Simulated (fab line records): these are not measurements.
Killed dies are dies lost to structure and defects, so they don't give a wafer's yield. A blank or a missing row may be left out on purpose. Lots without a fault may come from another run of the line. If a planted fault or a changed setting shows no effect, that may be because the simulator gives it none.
Matching of chambers :: flow n5Finfet :: N5_BEOL_M3_ALD_84 on aldMetal-03: 4 sister chambers
The step deposits TaN, pulse time 2 s, purge time 3 s, co reactant purge time 2 s. 4 wafers are shown with their chamber, then 11 later ones without.

## WAFERS WITH THEIR CHAMBER
wafer: L085.6
chamber: 3
heaterPowerW (W): 451

wafer: L088.1
chamber: 0
heaterPowerW (W): 501

wafer: L088.5
chamber: 1
heaterPowerW (W): 397

wafer: L089.3
chamber: 2
heaterPowerW (W): 417

## WAFERS WITH NO CHAMBER GIVEN
wafer: L089.5
heaterPowerW (W): 497

wafer: L089.6
heaterPowerW (W): 394

wafer: L094.1
heaterPowerW (W): 473

wafer: L094.2
heaterPowerW (W): 408

wafer: L094.3
heaterPowerW (W): 394

wafer: L094.4
heaterPowerW (W): 514

wafer: L094.5
heaterPowerW (W): 500

wafer: L094.6
heaterPowerW (W): 456

wafer: L095.1
heaterPowerW (W): 397

wafer: L095.2
heaterPowerW (W): 452

wafer: L095.5
heaterPowerW (W): 402

## EACH ONE'S CHAMBER
wafer: L089.5
from the rows above: 0
in truth: 0

wafer: L089.6
from the rows above: 1
in truth: 1

wafer: L094.1
from the rows above: can't be placed: 3 or 0
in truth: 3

wafer: L094.2
from the rows above: can't be placed: 2 or 1
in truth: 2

wafer: L094.3
from the rows above: 1
in truth: 1

wafer: L094.4
from the rows above: 0
in truth: 0

wafer: L094.5
from the rows above: 0
in truth: 0

wafer: L094.6
from the rows above: 3
in truth: 3

wafer: L095.1
from the rows above: 1
in truth: 1

wafer: L095.2
from the rows above: 3
in truth: 3

wafer: L095.5
from the rows above: can't be placed: 1 or 2
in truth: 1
Placed correctly: 8 of 11. These rows do not allow placing 3 (true chamber among the candidates in 3). Wrongly placed: 0.
How it was worked out, from the rows above alone: a wafer's distance from a chamber is the root of the sum, over the readings, of the square of ((its reading less the chamber's mean) divided by the reading's scatter). If the next closest chamber is less than 2 further off than the closest, the wafer can't be placed; otherwise it belongs to the closest. For every chamber, the mean is computed from those of its wafers that are shown. The scatter: root of mean squared gap, hidden wafer to nearest shown wafer, with one shown wafer a chamber.
